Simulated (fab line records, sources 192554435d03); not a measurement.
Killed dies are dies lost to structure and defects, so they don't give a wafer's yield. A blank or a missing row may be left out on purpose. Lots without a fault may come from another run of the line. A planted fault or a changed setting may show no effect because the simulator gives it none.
Split-lot experiment | flow n5_finfet | 7 lots, 21 wafers read, on a route of 1938 steps

THE SPLIT
At N5_BEOL_M15_SPUTTER_43 (material TaN, target thk 15 nm, time 24.19 s), the setting power_w was moved away from the recipe's 15000 W on 11 of the 21 wafers read, by +6.5% to +17.5%. The other wafers ran this setting at the recipe's value.

The reading is taken at the split's own step.

THE READING
TaN_of_BEOL_M15_SPUTTER_43.thk_nm (the simulator's own value, which no gauge read), in nm, at N5_BEOL_M15_SPUTTER_43 (material TaN, target thk 15 nm, time 24.19 s). The file gives no usual value for it. The 10 wafers here that ran the recipe average 15.2 nm, standard deviation 0.14 nm.

wafer  | tool, chamber at the split | power_w as run, W | against the recipe | TaN_of_BEOL_M15_SPUTTER_43.thk_nm, nm | against lot-mates on the recipe
L079.1 | pvd_sputter-03, -          | 15000             | recipe             | 15.4                                  | -
L079.3 | pvd_sputter-03, -          | 17610             | +17.4%             | 17.8                                  | +2.4
L079.5 | pvd_sputter-03, -          | 17610             | +17.4%             | 17.4                                  | +2.0
L080.2 | pvd_sputter-02, -          | 16960             | +13.1%             | 17.4                                  | +2.0
L080.4 | pvd_sputter-02, -          | 15000             | recipe             | 15.4                                  | -
L080.5 | pvd_sputter-02, -          | 16960             | +13.1%             | 17.2                                  | +1.8
L084.2 | pvd_sputter-02, -          | 17620             | +17.5%             | 17.6                                  | +2.4
L084.4 | pvd_sputter-02, -          | 17620             | +17.5%             | 17.6                                  | +2.4
L084.3 | pvd_sputter-02, -          | 15000             | recipe             | 15.2                                  | -
L089.2 | pvd_sputter-02, -          | 15000             | recipe             | 15.2                                  | -
L089.6 | pvd_sputter-02, -          | 15000             | recipe             | 15.2                                  | -
L089.3 | pvd_sputter-02, -          | 15000             | recipe             | 15                                    | -
L091.3 | pvd_sputter-03, -          | 17150             | +14.3%             | 17.2                                  | +2.2
L091.5 | pvd_sputter-03, -          | 17150             | +14.3%             | 17.4                                  | +2.4
L091.6 | pvd_sputter-03, -          | 15000             | recipe             | 15                                    | -
L097.2 | pvd_sputter-03, -          | 16000             | +6.7%              | 16                                    | +0.9
L097.4 | pvd_sputter-03, -          | 15000             | recipe             | 15.2                                  | -
L097.6 | pvd_sputter-03, -          | 15000             | recipe             | 15                                    | -
L096.1 | pvd_sputter-02, -          | 15980             | +6.5%              | 16.4                                  | +1.2
L096.4 | pvd_sputter-02, -          | 15000             | recipe             | 15.2                                  | -
L096.5 | pvd_sputter-02, -          | 15980             | +6.5%              | 16                                    | +0.8

THE FIT
A straight line over all 21 wafers: TaN_of_BEOL_M15_SPUTTER_43.thk_nm changes by +0.144 nm for each +1% of power_w; r = +0.99; the points scatter about the line by 0.17 nm.
The same after taking each lot's own level away (the mean of its wafers on the recipe; 21 wafers): +0.139 nm for each +1%; r = +0.99; scatter 0.17 nm.
On that fit, the largest move of power_w shifts the reading by 2.4 nm.
The lots' own levels span 15.00 to 15.40 nm, that is 2.9 times the standard deviation above.
So the lot-to-lot level changes the slope little: the two slopes agree.
Check: with one of the wafers moved furthest among these (+17.5%) left out of the fit, the line predicts +2.46 nm for it against its lot-mates. It came out at +2.4 nm against them.

OTHER SPLITS ON THESE WAFERS
These wafers also went through other splits before the reading. Each is held against what the fit with the lots' levels taken away leaves over:
other split on the same wafers | wafers away from the commonest value | r with TaN_of_BEOL_M15_SPUTTER_43.thk_nm (lot level and that fit taken away)
N5_BEOL_M6_EXPOSE_25 dose_mj   | 7                                    | +0.29
N5_BEOL_M6_ETCH_66 bias_w      | 9                                    | +0.15
N5_BEOL_M9_ILD_DEP_00 time_s   | 7                                    | +0.00
N5_BEOL_M9_DEP_56 time_s       | 8                                    | +0.26
N5_BEOL_M11_COAT_60 spin_rpm   | 4                                    | -0.04
N5_BEOL_M12_COAT_65 spin_rpm   | 8                                    | -0.18
N5_BEOL_M13_ETCH_68 time_s     | 6                                    | -0.18

THE FILE'S OWN FIT
TaN_of_BEOL_M15_SPUTTER_43.thk_nm changes by +0.141 nm for each +1% of power_w, r = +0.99.
